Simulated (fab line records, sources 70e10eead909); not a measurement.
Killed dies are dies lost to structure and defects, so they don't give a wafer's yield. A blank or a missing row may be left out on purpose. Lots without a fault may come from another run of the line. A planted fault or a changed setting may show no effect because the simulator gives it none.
A struck lot beside a sound one | flow nand_harc | 15 steps out of a route of 1159
Sound: wafers L489.2, L489.3, L489.4. Struck: wafers L484.3, L484.5, L484.6. The cause comes at the end.
At each step with rows: each side's tool, then ch and its chambers, then its first start. Under that, the readings that differ: sound wafers | struck wafers | difference of the means | sigmas: that difference in standard deviations of wafers without a fault.
alike: readings whose means differ by less than 2 such deviations, and words and numbers that are the same on both sides. not compared: withheld readings, readings that some wafer has no value for, bounds like >300 that may hide the same value, and numbers for which the record gives no deviation and whose values overlap.
The two part at a step that has a row with sigmas, a row that says differs or no value, or rows on one side only. Numbers that don't overlap but have no deviation are shown without sigmas and don't part them. A reading that every wafer of one side lacks parts them only if that side has two wafers or more.

NHARC_P_M2_PRE_CLEAN_32: time 12 s.
  sound on pecvd-02 ch 0,2, day 9 14:58; struck on pecvd-03 ch 0,1, day 8 14:05
  alike: heater_power_w
NHARC_P_M2_DEP_33: deposits SiCN, target thk 30 nm.
  sound on pecvd-02 ch 0,2, day 9 15:02; struck on pecvd-03 ch 0,1, day 8 14:10
  alike: heater_power_w
NHARC_P_BONDPAD_DEP_00: deposits SiCN, target thk 250 nm.
  sound on pecvd-03 ch 0,1,2, day 9 15:41; struck on pecvd-02 ch 0,2, day 8 15:01
  alike: heater_power_w
NHARC_P_BONDPAD_CMP_32: polishes SiCN, target thk 200 nm.
  sound on cmp-02 ch 0,2,3, day 9 16:07; struck on cmp-03 ch 0,1,2, day 8 15:25
  alike: motor_current_A
NHARC_P_BONDPAD_THK_MEAS_33: measures by ellipsometry.
  sound on film_metro-01, day 9 16:20; struck on film_metro-01, day 8 15:35
  alike: thk_nm
then, 7 steps without rows for these wafers: NHARC_P_BONDPAD_SRD_34; NHARC_P_BONDPAD_DEHYDRATE_01 (time 120 s); NHARC_P_BONDPAD_HMDS_02 (time 30 s); NHARC_P_BONDPAD_COAT_36 (time 65 s); NHARC_P_BONDPAD_COAT_03 (resist thk 600 nm); NHARC_P_BONDPAD_SOFTBAKE_04 (time 70 s); NHARC_P_BONDPAD_EBR_05.
NHARC_P_BONDPAD_EXPOSE_06: exposes mask P BPAD.
  sound on krf_scanner-02 ch 0, day 9 16:45; struck on krf_scanner-01 ch 0, day 8 15:53
  reading              | sound             | struck            | difference | sigmas
  exposure_dose_mJ_cm2 | 37.00 37.01 37.03 | 33.57 33.61 33.63 | -3.41      | -92
  alike: mask, focus_offset_nm, reticle_temp_C
then, 1 step without rows for these wafers: NHARC_P_BONDPAD_PEB_07 (peb time 80 s).
-- the record jumps here: 13 days lie between the struck wafers' starts before and after (it left off in module P_BONDPAD and takes up again in module END, whose first step shown is number 1159 of the route) --
NHARC_END_SORT_01:
  sound on prober-01 ch 0, day 22 14:52; struck on prober-01 ch 0, day 21 16:16
  reading             | sound  | struck | difference | sigmas
  killed_at_periphery | 7 10 7 | 2 3 2  | -6         | -2
  alike: defect_limited_yield, killed_at_array, killed_at_other, killed_dies, killed_open, killed_short, sort_bin_2_pct, sort_bin_3_pct, sort_bin_4_pct, sort_n_pass, sort_rim_yield_pct, sort_yield_pct

WHERE THEY PART
First at NHARC_P_BONDPAD_EXPOSE_06; last, within this record, at NHARC_END_SORT_01.

WHY: what the simulator had put in
Process parameter drift: krf_scanner-01, from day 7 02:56 on, at NHARC_P_BONDPAD_EXPOSE_06. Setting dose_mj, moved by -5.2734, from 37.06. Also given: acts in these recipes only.
